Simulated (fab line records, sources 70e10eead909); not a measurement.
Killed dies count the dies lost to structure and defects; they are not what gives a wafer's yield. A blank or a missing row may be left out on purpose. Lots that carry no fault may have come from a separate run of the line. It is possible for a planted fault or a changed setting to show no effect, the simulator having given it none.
fab line records | flow nand-harc
record: lots: 13 | wafers: 39 | last-day: 24
route steps=1159 shown P_STI@91 P_GATE@142 END@1159
lots that met no fault: from a run of the same line without faults
start-h: hours from the record's opening day to when the first of the lot's shown wafers began | wait-h: hours from the lot's prior step to this one | " unchanged from the row above | L1.1+2: a row that stands for several wafers | - no value, or no start was given | * or withheld: withheld | < > ~ a bound
route shown NAME@n: names a module that has steps shown in the file, with the first one's number in the route | usual: mean and standard deviation over wafers with no fault | same: alike in all rows | chamber/n: place in a boat | sites: readings site by site | _std_site: the values' standard deviation | _edge_site: mean of outer sites minus mean of inner sites | radius-mm: how far each site lies from the wafer's centre | mask NAME#n: copy n | behind: the most recent tool/chamber to have shaped the wafer | hold: why the lot went on hold/how many hours it stayed there/how the hold came to an end | device: which transistor (n, p or np) failed to switch | end of line: the tests these same wafers got at the end of their route | where a step has no rows: the recipe by itself | killed: dies that structure and defects cost at the first sort, which is not the same as the wafer's yield | map: a wafer's dies, marking killed ones x, the rest . and places with no die _
set.NAME: the setting that was run; set.NAME@STEP: the one run at that earlier step | model.NAME: the simulator's own value behind a step, which no gauge read
steps of the route over a sample of lots; a table a step, a row a wafer
services: when a tool's chamber went out of use (start-h, in hours from the record's first day, below 0 if earlier), for how many hours, and the reason
== steps ==
step: NHARC_P_STI_CD_MEAS_16
usual: cd-nm: 200.0/2.4
lot.wafer | tool      | chamber | start-h | wait-h | cd-nm
L684.1    | cd-sem-03 | -       | 36.59   | -      | 198.7
L684.5    | "         | -       | "       | "      | 198.5
L684.6    | "         | -       | "       | "      | 203.1
L685.1    | cd-sem-02 | -       | 47.07   | -      | 198.4
L685.2    | "         | -       | "       | "      | 200.6
L685.4    | "         | -       | "       | "      | 204.0
L686.3    | cd-sem-03 | -       | 47.24   | -      | 197.5
L686.4    | "         | -       | "       | "      | 199.3
L686.5    | "         | -       | "       | "      | 197.1
L688.2    | cd-sem-03 | -       | 56.56   | -      | 201.4
L688.4    | "         | -       | "       | "      | 202.2
L688.5    | "         | -       | "       | "      | 205.2
L691.3    | cd-sem-01 | -       | 79.26   | -      | 200.7
L691.4    | "         | -       | "       | "      | 201.0
L691.6    | "         | -       | "       | "      | 200.9
L693.1    | cd-sem-02 | -       | 88.30   | -      | 200.9
L693.2    | "         | -       | "       | "      | 202.2
L693.5    | "         | -       | "       | "      | 201.2
L695.1    | cd-sem-01 | -       | 104.02  | -      | 200.9
L695.3    | "         | -       | "       | "      | 195.6
L695.4    | "         | -       | "       | "      | 200.1
L697.1    | cd-sem-03 | -       | 113.02  | -      | 199.3
L697.2    | "         | -       | "       | "      | 199.5
L697.3    | "         | -       | "       | "      | 200.7
L698.2    | cd-sem-02 | -       | 129.42  | -      | 199.6
L698.3    | "         | -       | "       | "      | 195.1
L698.6    | "         | -       | "       | "      | 196.7
L701.3    | cd-sem-02 | -       | 137.68  | -      | 204.1
L701.4    | "         | -       | "       | "      | 198.9
L701.6    | "         | -       | "       | "      | 198.3
L702.2    | cd-sem-02 | -       | 145.63  | -      | 204.7
L702.4    | "         | -       | "       | "      | 204.6
L702.5    | "         | -       | "       | "      | 201.3
L704.1    | cd-sem-02 | -       | 158.54  | -      | 202.5
L704.4    | "         | -       | "       | "      | 198.9
L704.6    | "         | -       | "       | "      | 198.5
L705.1    | cd-sem-03 | -       | 161.77  | -      | 199.3
L705.4    | "         | -       | "       | "      | 198.3
L705.6    | "         | -       | "       | "      | 196.1
step: NHARC_P_GATE_OVL_MEAS_27
usual: overlay-x-nm: 0.2/0.89 | overlay-y-nm: 0.2/0.76
lot.wafer | tool       | chamber | start-h | wait-h | overlay-x-nm | overlay-y-nm
L685.1    | overlay-01 | -       | 94.48   | -      | -0.8         | -0.5
L685.2    | "          | -       | "       | "      | -0.6         | -0.4
L685.4    | "          | -       | "       | "      | -1.1         | -0.5
L684.1    | overlay-01 | -       | 95.43   | -      | -0.1         | 0.4
L684.5    | "          | -       | "       | "      | 0.0          | 0.1
L684.6    | "          | -       | "       | "      | 0.0          | 0.6
L686.3    | overlay-01 | -       | 95.92   | -      | -0.3         | 1.1
L686.4    | "          | -       | "       | "      | -0.1         | 0.8
L686.5    | "          | -       | "       | "      | -0.7         | 0.4
L688.2    | overlay-02 | -       | 109.62  | -      | 0.1          | -1.4
L688.4    | "          | -       | "       | "      | -0.6         | -1.0
L688.5    | "          | -       | "       | "      | -0.2         | -1.1
L691.3    | overlay-01 | -       | 140.63  | -      | -0.1         | 0.1
L691.4    | "          | -       | "       | "      | 0.1          | -0.2
L691.6    | "          | -       | "       | "      | 0.5          | -0.1
L693.1    | overlay-02 | -       | 141.23  | -      | -1.3         | 0.3
L693.2    | "          | -       | "       | "      | -0.8         | 0.2
L693.5    | "          | -       | "       | "      | -0.9         | 0.4
L695.1    | overlay-01 | -       | 165.01  | -      | 1.8          | -0.4
L695.3    | "          | -       | "       | "      | 1.7          | -0.5
L695.4    | "          | -       | "       | "      | 1.8          | -0.6
L697.1    | overlay-01 | -       | 165.48  | -      | 0.1          | -0.5
L697.2    | "          | -       | "       | "      | 0.0          | -0.5
L697.3    | "          | -       | "       | "      | -0.3         | -0.6
L698.2    | overlay-01 | -       | 183.56  | -      | 1.0          | -0.9
L698.3    | "          | -       | "       | "      | 0.9          | -0.6
L698.6    | "          | -       | "       | "      | 0.6          | -0.6
L701.3    | overlay-01 | -       | 189.32  | -      | 1.4          | 1.0
L701.4    | "          | -       | "       | "      | 1.4          | 1.2
L701.6    | "          | -       | "       | "      | 1.5          | 1.0
L702.2    | overlay-02 | -       | 194.73  | -      | 0.4          | 0.1
L702.4    | "          | -       | "       | "      | 0.4          | -0.1
L702.5    | "          | -       | "       | "      | 0.5          | 0.4
L705.1    | overlay-02 | -       | 211.08  | -      | -0.1         | 0.3
L705.4    | "          | -       | "       | "      | 0.8          | 0.9
L705.6    | "          | -       | "       | "      | 0.0          | 0.2
L704.1    | overlay-02 | -       | 211.71  | -      | 0.1          | -0.3
L704.4    | "          | -       | "       | "      | -0.7         | -0.4
L704.6    | "          | -       | "       | "      | -0.8         | 0.1
step: NHARC_P_GATE_ETCH_104
recipe: target-depth-a: 600 | time-s: withheld | cf4-flow-sccm: 100 | chf3-flow-sccm: 30 | ar-flow-sccm: 0 | rf-w: 500 | bias-w: 200 | chemistry: CF4/CHF3
usual: drypump-motor-current-A: 5.7/0.46 | oes-product-au: 0.939/0.024 | rf-fwd-power-W: 490.8/2.7 | rf-vpp-V: 371.1/2.4 | showerhead-plenum-p-Torr: 1.59/0.066 | throttle-valve-pct: 16.801/0.0089
lot.wafer | tool        | chamber | start-h | wait-h | drypump-motor-current-A | oes-product-au | rf-fwd-power-W | rf-vpp-V | showerhead-plenum-p-Torr | throttle-valve-pct
L685.2    | rie-diel-07 | 2       | 94.66   | 0.1    | 5.5                     | 0.986          | 485.9          | 369.7    | 1.53                     | 16.789
L685.1    | "           | 3       | "       | "      | 6.8                     | 0.956          | 490.8          | 375.0    | 1.66                     | 16.809
L685.4    | "           | 0       | "       | "      | 5.8                     | 0.948          | 489.2          | 366.8    | 1.50                     | 16.805
L684.1    | rie-diel-07 | 0       | 95.63   | 0.1    | 5.7                     | 0.897          | 490.6          | 368.2    | 1.50                     | 16.803
L684.6    | "           | 1       | "       | "      | 5.4                     | 0.913          | 489.3          | 373.1    | 1.67                     | 16.796
L684.5    | "           | 2       | "       | "      | 5.5                     | 0.924          | 487.9          | 369.8    | 1.53                     | 16.802
L686.4    | rie-diel-07 | 2       | 96.10   | 0.1    | 5.5                     | 0.981          | 486.2          | 370.3    | 1.53                     | 16.803
L686.3    | "           | 3       | "       | "      | 6.8                     | 0.968          | 490.2          | 373.9    | 1.66                     | 16.784
L686.5    | "           | 2       | "       | "      | 5.5                     | 0.974          | 486.4          | 368.6    | 1.53                     | 16.815
L688.2    | rie-diel-07 | 0       | 109.81  | 0.1    | 5.7                     | 0.914          | 489.1          | 367.7    | 1.50                     | 16.808
L688.4    | "           | 1       | "       | "      | 5.4                     | 0.918          | 490.1          | 374.8    | 1.67                     | 16.810
L688.5    | "           | 0       | "       | "      | 5.7                     | 0.908          | 490.8          | 367.5    | 1.50                     | 16.801
L691.3    | rie-diel-07 | 0       | 140.83  | 0.1    | 5.7                     | 0.921          | 488.2          | 366.7    | 1.50                     | 16.803
L691.4    | "           | 1       | "       | "      | 5.4                     | 0.908          | 489.5          | 374.2    | 1.67                     | 16.808
L691.6    | "           | 0       | "       | "      | 5.7                     | 0.906          | 491.5          | 369.4    | 1.50                     | 16.802
L693.1    | rie-diel-08 | 2       | 141.54  | 0.2    | 5.6                     | 0.946          | 493.4          | 368.2    | 1.47                     | 16.809
L693.2    | "           | 3       | "       | "      | 6.0                     | 0.940          | 494.2          | 372.5    | 1.64                     | 16.796
L693.5    | "           | 2       | "       | "      | 5.6                     | 0.942          | 493.1          | 366.6    | 1.47                     | 16.806
L695.1    | rie-diel-01 | 2       | 165.21  | 0.1    | 5.5                     | 0.919          | 490.0          | 369.7    | 1.57                     | 16.810
L695.3    | "           | 3       | "       | "      | 5.0                     | 0.916          | 492.3          | 372.2    | 1.62                     | 16.793
L695.4    | "           | 3       | "       | "      | 5.0                     | 0.919          | 491.9          | 373.2    | 1.62                     | 16.797
L697.3    | rie-diel-07 | 0       | 165.68  | 0.1    | 5.7                     | 0.590          | 489.9          | 369.5    | 1.50                     | 16.811
L697.1    | "           | 2       | "       | "      | 5.5                     | 0.927          | 489.2          | 369.5    | 1.53                     | 16.788
L697.2    | "           | 3       | "       | "      | 6.8                     | 0.918          | 488.0          | 372.8    | 1.66                     | 16.791
L698.3    | rie-diel-07 | 2       | 183.97  | 0.3    | 5.5                     | 0.933          | 486.2          | 368.8    | 1.53                     | 16.806
L698.2    | "           | 0       | "       | "      | 5.7                     | 0.589          | 491.7          | 368.3    | 1.50                     | 16.793
L698.6    | "           | 3       | "       | "      | 6.8                     | 0.914          | 491.7          | 373.5    | 1.65                     | 16.812
L701.3    | rie-diel-08 | 0       | 189.56  | 0.1    | 5.5                     | 0.908          | 492.1          | 371.6    | 1.61                     | 16.802
L701.4    | "           | 2       | "       | "      | 5.6                     | 0.920          | 494.6          | 366.8    | 1.47                     | 16.816
L701.6    | "           | 1       | "       | "      | 5.2                     | 0.923          | 490.7          | 369.0    | 1.55                     | 16.800
L702.4    | rie-diel-01 | 0       | 194.92  | 0.1    | 6.0                     | 0.949          | 492.9          | 374.9    | 1.70                     | 16.786
L702.2    | "           | 1       | "       | "      | 5.6                     | 0.989          | 490.8          | 369.1    | 1.59                     | 16.803
L702.5    | "           | 3       | "       | "      | 5.0                     | 0.967          | 494.2          | 371.2    | 1.62                     | 16.802
L705.1    | rie-diel-01 | 2       | 211.26  | 0.1    | 5.5                     | 0.972          | 491.6          | 370.2    | 1.56                     | 16.787
L705.4    | "           | 3       | "       | "      | 5.0                     | 0.963          | 492.3          | 371.4    | 1.62                     | 16.817
L705.6    | "           | 2       | "       | "      | 5.6                     | 0.972          | 492.4          | 371.0    | 1.56                     | 16.801
L704.1    | rie-diel-08 | 0       | 211.89  | 0.1    | 5.6                     | 0.953          | 492.2          | 370.6    | 1.61                     | 16.796
L704.4    | "           | 2       | "       | "      | 5.6                     | 0.991          | 493.6          | 367.3    | 1.47                     | 16.794
L704.6    | "           | 1       | "       | "      | 5.2                     | 0.983          | 493.6          | 370.5    | 1.55                     | 16.779
step: NHARC_P_GATE_ALD_36
recipe: target-thk-a: 200 | pulse-time-s: 60 | ald-cycles: 223 | temp-c: 400 | material: SiNx
usual: heater-power-w: 859/70 | precursor-pulse-height-rel: 1.002/0.019
lot.wafer | tool       | chamber | start-h | wait-h | heater-power-w | precursor-pulse-height-rel
L685.2    | ald-sin-02 | 2       | 95.85   | -      | 826            | 0.986
L685.4    | "          | 3       | 96.91   | -      | 863            | 0.993
L685.1    | "          | 1       | 99.04   | -      | 796            | 1.013
L684.1    | ald-sin-04 | 2       | 98.95   | -      | 764            | 1.001
L684.5    | "          | 0       | 101.04  | -      | 910            | 1.005
L684.6    | "          | 1       | 102.09  | -      | 881            | 1.014
L686.3    | ald-sin-02 | 1       | 102.23  | -      | 787            | 1.003
L686.4    | "          | 0       | 105.36  | -      | 784            | 1.058
L686.5    | "          | 2       | 107.44  | -      | 815            | 0.997
L688.4    | ald-sin-01 | 3       | 110.99  | -      | 1033           | 0.961
L688.2    | "          | 0       | 112.04  | -      | 830            | 1.014
L688.5    | "          | 0       | 116.23  | -      | 829            | 0.983
L693.2    | ald-sin-02 | 0       | 143.86  | -      | 788            | 1.013
L693.1    | "          | 1       | 144.92  | -      | 785            | 1.038
L693.5    | "          | 0       | 148.12  | -      | 770            | 1.014
L691.4    | ald-sin-04 | 1       | 144.18  | -      | 920            | 1.002
L691.3    | "          | 2       | 145.24  | -      | 760            | 1.005
L691.6    | "          | 0       | 147.37  | -      | 915            | 0.993
L695.1    | ald-sin-01 | 1       | 166.54  | -      | 829            | 0.991
L695.3    | "          | 2       | 167.58  | -      | 856            | 0.958
L695.4    | "          | 0       | 169.65  | -      | 806            | 0.999
L697.1    | ald-sin-04 | 0       | 167.49  | -      | 923            | 0.978
L697.3    | "          | 1       | 168.55  | -      | 880            | 1.000
L697.2    | "          | 3       | 170.69  | -      | 884            | 1.037
L698.2    | ald-sin-04 | 0       | 186.20  | -      | 932            | 1.003
L698.3    | "          | 1       | 187.25  | -      | 936            | 0.988
L698.6    | "          | 3       | 189.34  | -      | 854            | 1.012
L701.4    | ald-sin-02 | 0       | 190.86  | -      | 763            | 1.060
L701.3    | "          | 1       | 191.91  | -      | 799            | 0.991
L701.6    | "          | 0       | 195.04  | -      | 796            | 1.002
L702.2    | ald-sin-01 | 1       | 197.96  | -      | 854            | 1.005
L702.4    | "          | 2       | 199.02  | -      | 850            | 1.013
L702.5    | "          | 1       | 202.18  | -      | 868            | 0.991
L704.4    | ald-sin-01 | 2       | 214.11  | -      | 864            | 0.995
L704.1    | "          | 3       | 215.16  | -      | 1053           | 1.014
L704.6    | "          | 1       | 217.27  | -      | 847            | 1.010
L705.4    | ald-sin-02 | 1       | 214.54  | -      | 807            | 0.989
L705.1    | "          | 2       | 215.59  | -      | 816            | 1.002
L705.6    | "          | 0       | 217.70  | -      | 802            | 1.016
step: NHARC_END_SORT_01
recipe: temp-c: 25
usual: killed-at-array: 28/11 | killed-at-other: 0.6/0.85 | killed-at-periphery: 2.8/2.3 | killed-dies: 31/11 | killed-open: 3.1/1.6 | killed-short: 2.0/1.4
same: gross-dies: 677
lot.wafer | tool      | chamber | start-h | wait-h | killed-at-array | killed-at-other | killed-at-periphery | killed-dies | killed-open | killed-short
L697.1    | prober-02 | 0       | 523.32  | 2.5    | 31              | 0               | 1                   | 32          | 2           | 2
L697.2    | prober-02 | 0       | 524.12  | 2.8    | 48              | 0               | 1                   | 49          | 3           | 4
L697.3    | prober-02 | 0       | 524.92  | 3.1    | 33              | 0               | 644                 | 677         | 2           | 3
L698.2    | prober-01 | 0       | 532.58  | 2.8    | 23              | 0               | 654                 | 677         | 3           | 2
L698.3    | prober-01 | 0       | 533.38  | 3.1    | 30              | 1               | 1                   | 32          | 2           | 0
L698.6    | prober-01 | 0       | 535.77  | 4.0    | 20              | 1               | 0                   | 21          | 0           | 3
L704.1    | prober-02 | 0       | 567.15  | 2.5    | 18              | 1               | 4                   | 23          | 6           | 1
L704.4    | prober-02 | 0       | 569.54  | 3.4    | 22              | 0               | 1                   | 23          | 1           | 3
L704.6    | prober-02 | 0       | 571.13  | 4.0    | 18              | 1               | 1                   | 20          | 3           | 1
killed by level:class
L697.1 A_CHANNEL_HOLE_D1:chamber-film-flake=11 A_SLIT:chamber-film-flake=9 A_CONTACT:chamber-film-flake=5 A_STAIRCASE:chamber-film-flake=2 A_ONON_D1:geometric-particle:short=1 A_CHANNEL_FILL_D1:geometric-particle:short=1 A_CONTACT:geometric-particle:open=1 A_M0:geometric-particle:open=1
L697.2 A_CHANNEL_HOLE_D1:chamber-film-flake=21 A_SLIT:chamber-film-flake=16 A_CONTACT:chamber-film-flake=4 A_CONTACT:geometric-particle:open=2 P_CONTACT:geometric-particle:short=1 A_ONON_D1:geometric-particle:open=1 A_CHANNEL_FILL_D1:geometric-particle:short=1 A_SGD_CUT:geometric-particle:short=1
L697.3 P_GATE:area-etch=642 A_CHANNEL_HOLE_D1:chamber-film-flake=11 A_SLIT:chamber-film-flake=10 A_CONTACT:chamber-film-flake=4 A_WL_FILL:geometric-particle:short=3 A_STAIRCASE:chamber-film-flake=3 P_CONTACT:geometric-particle:open=1 A_SOURCE_PLATE:geometric-particle:open=1
L698.2 P_GATE:area-etch=654 A_CHANNEL_HOLE_D1:chamber-film-flake=13 A_STAIRCASE:chamber-film-flake=4 A_ONON_D1:geometric-particle:open=2 A_M0:geometric-particle:short=2 A_BLC:geometric-particle:open=1 A_CONTACT:chamber-film-flake=1
L698.3 A_CHANNEL_HOLE_D1:chamber-film-flake=20 A_STAIRCASE:chamber-film-flake=6 A_CONTACT:chamber-film-flake=3 P_M0:geometric-particle:open=1 A_CONTACT:geometric-particle:open=1 THIN_TSV:chamber-film-flake=1
L698.6 A_CHANNEL_HOLE_D1:chamber-film-flake=15 A_CHANNEL_FILL_D1:geometric-particle:short=1 A_M0:geometric-particle:short=1 STARTING-WAFER:geometric-particle:short=1 A_ZERO_WELL:chamber-film-flake=1 A_STAIRCASE:chamber-film-flake=1 A_CONTACT:chamber-film-flake=1
L704.1 A_CHANNEL_HOLE_D1:chamber-film-flake=9 A_CONTACT:geometric-particle:open=2 P_STI:chamber-film-flake=2 A_SGD_CUT:chamber-film-flake=2 P_M1:geometric-particle:open=1 A_SOURCE_PLATE:geometric-particle:open=1 A_ONON_D1:geometric-particle:open=1 A_CHANNEL_FILL_D1:geometric-particle:short=1
L704.4 A_CHANNEL_HOLE_D1:chamber-film-flake=12 A_SLIT:chamber-film-flake=3 A_ONON_D1:geometric-particle:short=1 A_CHANNEL_HOLE_D1:geometric-particle:short=1 A_CHANNEL_FILL_D1:geometric-particle:short=1 A_M0:geometric-particle:open=1 P_GATE:chamber-film-flake=1 A_SGD_CUT:chamber-film-flake=1
L704.6 A_CHANNEL_HOLE_D1:chamber-film-flake=6 A_SGD_CUT:chamber-film-flake=4 A_CHANNEL_FILL_D1:geometric-particle:short=1 A_WL_FILL:geometric-particle:open=1 A_CONTACT:geometric-particle:open=1 A_M0:geometric-particle:open=1 P_STI:chamber-film-flake=1 A_SLIT:chamber-film-flake=1
== services ==
tool        | chamber | start-h | hours | kind
ald-sin-04  | -       | 81.90   | 0.4   | repair
rie-diel-07 | 0       | 84.70   | -     | clean
rie-diel-07 | 1       | 84.70   | -     | clean
rie-diel-07 | 2       | 84.70   | -     | clean
rie-diel-07 | 3       | 84.70   | -     | clean
ald-sin-01  | -       | 89.35   | 0.8   | repair
ald-sin-02  | 0       | 89.83   | 1.6   | repair
ald-sin-01  | -       | 97.10   | 1.2   | repair
rie-diel-08 | 2       | 107.24  | 12.5  | repair
rie-diel-07 | 0       | 109.35  | -     | clean
rie-diel-07 | 1       | 109.35  | -     | clean
rie-diel-07 | 2       | 109.35  | -     | clean
rie-diel-07 | 3       | 109.35  | -     | clean
rie-diel-07 | 3       | 123.18  | 6.4   | repair
rie-diel-08 | -       | 124.80  | 9.0   | pm
rie-diel-01 | 2       | 129.59  | 5.5   | repair
rie-diel-07 | 0       | 133.85  | -     | clean
rie-diel-07 | 1       | 133.85  | -     | clean
rie-diel-01 | -       | 138.37  | 9.0   | pm
rie-diel-01 | 0       | 161.94  | 4.9   | repair
rie-diel-08 | 2       | 164.66  | 7.4   | repair
ald-sin-01  | -       | 180.83  | 0.6   | repair
rie-diel-01 | -       | 205.01  | 0.6   | repair
rie-diel-01 | 3       | 213.66  | 4.4   | repair
== key ==
first-sign: step: NHARC_P_GATE_ETCH_104 | reading: oes-product-au | direction: down | sigmas: 15 | usual: 0.939 | struck: 0.590
effect: step: NHARC_END_SORT_01 | reading: killed-at-periphery | direction: up | sigmas: 99+ | usual: 2.8 | struck: 649
more-kills-born-at: NHARC_P_GATE_ETCH_104@rie-diel-07: 1296
met-at NHARC_P_GATE_ETCH_104
struck-lots L697,L698
struck-wafers L697.3,L698.2
later-rows-left-out L697.3,L698.2
tester-left-out L697,L698
not-acting-at NHARC_P_STI_CD_MEAS_16,NHARC_P_GATE_OVL_MEAS_27,NHARC_P_GATE_ALD_36
onset-between 140.83 165.68
fault: kind: process-parameter-drift | tool: rie-diel-07 | chamber: 0 | onset-h: 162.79 | steps: NHARC_P_GATE_ETCH_104 | channel: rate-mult | offset: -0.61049 | shape: step | end-h: 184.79
tester-left-out: of these lots the tester's yield and bins aren't shown, on N5 and GAA mostly nor the transistor test; their killed dies are dies lost to structure and defects alone, not to doping, threshold or leakage, so they don't give the yield
later-rows-left-out: the simulator's readings of these wafers behind a module that went badly wrong aren't trusted and aren't shown, but for the sort
